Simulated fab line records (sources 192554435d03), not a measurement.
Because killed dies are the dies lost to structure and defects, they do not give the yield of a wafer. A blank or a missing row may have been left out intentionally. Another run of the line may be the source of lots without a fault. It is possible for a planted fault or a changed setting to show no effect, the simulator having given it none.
Matching of chambers :: flow n5 finfet :: N5_BEOL_M7_STRIP_36 on rie diel-03 has 4 sister chambers
The step strips in N2/H2. 18 wafers are shown with their chamber, then 9 later ones without.

## WAFERS PAIRED WITH THEIR CHAMBERS
wafer: L079.1
chamber: 0
showerhead plenum p Torr (Torr): 2.53
throttle valve pct (%): 23.6
drypump motor current A (A): 5.4

wafer: L079.3
chamber: 3
showerhead plenum p Torr (Torr): 2.71
throttle valve pct (%): 23.9
drypump motor current A (A): 6.0

wafer: L079.5
chamber: 2
showerhead plenum p Torr (Torr): 2.57
throttle valve pct (%): 23.3
drypump motor current A (A): 6.1

wafer: L086.1
chamber: 0
showerhead plenum p Torr (Torr): 2.53
throttle valve pct (%): 23.6
drypump motor current A (A): 5.4

wafer: L086.2
chamber: 1
showerhead plenum p Torr (Torr): 2.40
throttle valve pct (%): 23.6
drypump motor current A (A): 6.0

wafer: L086.3
chamber: 2
showerhead plenum p Torr (Torr): 2.56
throttle valve pct (%): 23.3
drypump motor current A (A): 6.2

wafer: L086.4
chamber: 3
showerhead plenum p Torr (Torr): 2.70
throttle valve pct (%): 23.9
drypump motor current A (A): 6.1

wafer: L086.5
chamber: 0
showerhead plenum p Torr (Torr): 2.53
throttle valve pct (%): 23.6
drypump motor current A (A): 5.4

wafer: L086.6
chamber: 1
showerhead plenum p Torr (Torr): 2.40
throttle valve pct (%): 23.6
drypump motor current A (A): 6.0

wafer: L085.2
chamber: 1
showerhead plenum p Torr (Torr): 2.40
throttle valve pct (%): 23.6
drypump motor current A (A): 6.0

wafer: L085.5
chamber: 3
showerhead plenum p Torr (Torr): 2.70
throttle valve pct (%): 23.9
drypump motor current A (A): 6.0

wafer: L085.6
chamber: 0
showerhead plenum p Torr (Torr): 2.53
throttle valve pct (%): 23.6
drypump motor current A (A): 5.4

wafer: L087.1
chamber: 1
showerhead plenum p Torr (Torr): 2.39
throttle valve pct (%): 23.6
drypump motor current A (A): 6.0

wafer: L087.4
chamber: 1
showerhead plenum p Torr (Torr): 2.39
throttle valve pct (%): 23.6
drypump motor current A (A): 6.0

wafer: L087.5
chamber: 3
showerhead plenum p Torr (Torr): 2.70
throttle valve pct (%): 23.9
drypump motor current A (A): 6.1

wafer: L089.1
chamber: 3
showerhead plenum p Torr (Torr): 2.70
throttle valve pct (%): 24.0
drypump motor current A (A): 6.1

wafer: L089.2
chamber: 0
showerhead plenum p Torr (Torr): 2.53
throttle valve pct (%): 23.6
drypump motor current A (A): 5.4

wafer: L089.4
chamber: 1
showerhead plenum p Torr (Torr): 2.39
throttle valve pct (%): 23.6
drypump motor current A (A): 6.0

SIGNATURES, as means of the wafers listed above
reading: showerhead plenum p Torr
chamber 0: 2.5300
chamber 1: 2.3950
chamber 2: 2.5650
chamber 3: 2.7020
scatter within a chamber: 0.00447

reading: throttle valve pct
chamber 0: 23.600
chamber 1: 23.600
chamber 2: 23.300
chamber 3: 23.920
scatter within a chamber: 0.0239

reading: drypump motor current A
chamber 0: 5.400
chamber 1: 6.000
chamber 2: 6.150
chamber 3: 6.060
scatter within a chamber: 0.0348
Rule: a wafer lies at a distance from a chamber equal to the root of the sum of squares, over the readings, of (its reading less the chamber's mean, divided by the reading's scatter). The wafer belongs to the nearest chamber; if the next one is less than 2 further off, it can't be placed. The scatter: the root of (the sum of the squares of (reading less its chamber's mean) over the shown wafers, divided by (wafers less chambers)).

## WAFERS WITHOUT THEIR CHAMBER
wafer: L095.1
showerhead plenum p Torr (Torr): 2.39
throttle valve pct (%): 23.6
drypump motor current A (A): 5.9

wafer: L095.2
showerhead plenum p Torr (Torr): 2.52
throttle valve pct (%): 23.7
drypump motor current A (A): 5.4

wafer: L095.3
showerhead plenum p Torr (Torr): 2.69
throttle valve pct (%): 24.0
drypump motor current A (A): 6.1

wafer: L095.4
showerhead plenum p Torr (Torr): 2.52
throttle valve pct (%): 23.6
drypump motor current A (A): 5.4

wafer: L095.5
showerhead plenum p Torr (Torr): 2.69
throttle valve pct (%): 24.0
drypump motor current A (A): 6.1

wafer: L095.6
showerhead plenum p Torr (Torr): 2.39
throttle valve pct (%): 23.6
drypump motor current A (A): 6.0

wafer: L094.1
showerhead plenum p Torr (Torr): 2.56
throttle valve pct (%): 23.3
drypump motor current A (A): 6.2

wafer: L094.2
showerhead plenum p Torr (Torr): 2.39
throttle valve pct (%): 23.6
drypump motor current A (A): 6.0

wafer: L094.3
showerhead plenum p Torr (Torr): 2.69
throttle valve pct (%): 24.0
drypump motor current A (A): 6.1

## WHICH CHAMBER EACH ONE RAN IN
wafer: L095.1
from the rows above: 1
in truth: 1

wafer: L095.2
from the rows above: 0
in truth: 0

wafer: L095.3
from the rows above: 3
in truth: 3

wafer: L095.4
from the rows above: 0
in truth: 0

wafer: L095.5
from the rows above: 3
in truth: 3

wafer: L095.6
from the rows above: 1
in truth: 1

wafer: L094.1
from the rows above: 2
in truth: 2

wafer: L094.2
from the rows above: 1
in truth: 1

wafer: L094.3
from the rows above: 3
in truth: 3
9 of 9 placed correctly. Left unplaced by these rows: 0. Placed wrongly: 0.
